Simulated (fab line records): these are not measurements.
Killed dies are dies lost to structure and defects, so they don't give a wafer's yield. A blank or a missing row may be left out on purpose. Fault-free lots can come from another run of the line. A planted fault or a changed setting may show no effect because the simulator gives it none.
Chamber matching / flow n5-finfet / cvd-co-01 running N5_BEOL_M2_CO_CAP_55: 3 sister chambers
The step material Co, precursor CCTBA/H2, target thk 2 nm, time 102.1 s. 3 wafers are shown with their chamber, then 12 later ones without.

== WAFERS, EACH WITH ITS CHAMBER ==
wafer=L090.2; chamber=2; heater-power-w (W)=222
wafer=L090.4; chamber=0; heater-power-w (W)=224
wafer=L090.6; chamber=1; heater-power-w (W)=247

== WAFERS WITH NO CHAMBER GIVEN ==
wafer=L092.3; heater-power-w (W)=222
wafer=L092.4; heater-power-w (W)=219
wafer=L092.5; heater-power-w (W)=219
wafer=L095.1; heater-power-w (W)=221
wafer=L095.4; heater-power-w (W)=218
wafer=L095.5; heater-power-w (W)=248
wafer=L097.1; heater-power-w (W)=219
wafer=L097.4; heater-power-w (W)=219
wafer=L097.6; heater-power-w (W)=219
wafer=L096.1; heater-power-w (W)=221
wafer=L096.4; heater-power-w (W)=254
wafer=L096.6; heater-power-w (W)=219

== CHAMBER TAKEN BY EACH ==
wafer=L092.3; from the rows above=can't be placed: 2 or 0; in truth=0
wafer=L092.4; from the rows above=can't be placed: 2 or 0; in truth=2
wafer=L092.5; from the rows above=can't be placed: 2 or 0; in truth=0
wafer=L095.1; from the rows above=can't be placed: 2 or 0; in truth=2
wafer=L095.4; from the rows above=can't be placed: 2 or 0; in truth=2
wafer=L095.5; from the rows above=1; in truth=1
wafer=L097.1; from the rows above=can't be placed: 2 or 0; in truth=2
wafer=L097.4; from the rows above=can't be placed: 2 or 0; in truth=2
wafer=L097.6; from the rows above=can't be placed: 2 or 0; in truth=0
wafer=L096.1; from the rows above=can't be placed: 2 or 0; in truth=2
wafer=L096.4; from the rows above=1; in truth=1
wafer=L096.6; from the rows above=can't be placed: 2 or 0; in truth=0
Correctly placed: 2 of 12. These rows do not allow placing 10 (true chamber among the candidates in 10). 0 placed wrongly.
How it was worked out, from the rows above alone: a wafer's distance from a chamber is the root of the sum, over the readings, of the square of ((its reading less the chamber's mean) divided by the reading's scatter). The wafer belongs to the nearest chamber; if the next one is less than 2 further off, it can't be placed. The mean given for a chamber averages the wafers shown for that chamber. The scatter (one wafer shown for each chamber): square how far every hidden wafer sits from the nearest shown wafer, average those squares and take the square root.
